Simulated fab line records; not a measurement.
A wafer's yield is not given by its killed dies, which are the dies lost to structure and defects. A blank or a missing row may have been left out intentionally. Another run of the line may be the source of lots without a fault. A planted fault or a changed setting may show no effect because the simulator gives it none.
Matching of chambers -- flow nand harc -- NHARC_A_M1_DESCUM_14 on rie diel-08: 4 sister chambers
The step chemistry O2, time 3 s. 4 wafers are shown with their chamber, then 9 later ones without.

## WAFERS, EACH WITH ITS CHAMBER
wafer,chamber,oes product au (a.u.)
L091.6,0,1.001
L093.2,2,0.989
L093.3,1,1.000
L093.5,3,0.993

## WAFERS WITH NO CHAMBER GIVEN
wafer,oes product au (a.u.)
L094.1,0.998
L094.3,0.989
L094.6,0.991
L095.1,0.981
L095.4,0.958
L095.5,0.974
L096.1,0.969
L096.3,0.974
L096.4,0.984

## EACH ONE'S CHAMBER
wafer,from the rows above,in truth
L094.1,can't be placed: 1 or 0 or 3 or 2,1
L094.3,can't be placed: 2 or 3 or 1 or 0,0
L094.6,can't be placed: 2 or 3 or 1 or 0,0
L095.1,can't be placed: 2 or 3 or 1 or 0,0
L095.4,can't be placed: 2 or 3 or 1 or 0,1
L095.5,can't be placed: 2 or 3 or 1 or 0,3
L096.1,can't be placed: 2 or 3 or 1 or 0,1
L096.3,can't be placed: 2 or 3 or 1 or 0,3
L096.4,can't be placed: 2 or 3 or 1 or 0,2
Correctly placed: 0 of 9. From these rows, 9 cannot be placed; in 9 the true chamber is one of the candidates. Wrongly placed: 0.
How it was worked out, from the rows above alone: a wafer's distance from a chamber is the root of the sum, over the readings, of the square of ((its reading less the chamber's mean) divided by the reading's scatter). The wafer belongs to the nearest chamber; if the next one is less than 2 further off, it can't be placed. For every chamber, the mean is computed from those of its wafers that are shown. The scatter (one wafer shown for each chamber): square how far every hidden wafer sits from the nearest shown wafer, average those squares and take the square root.
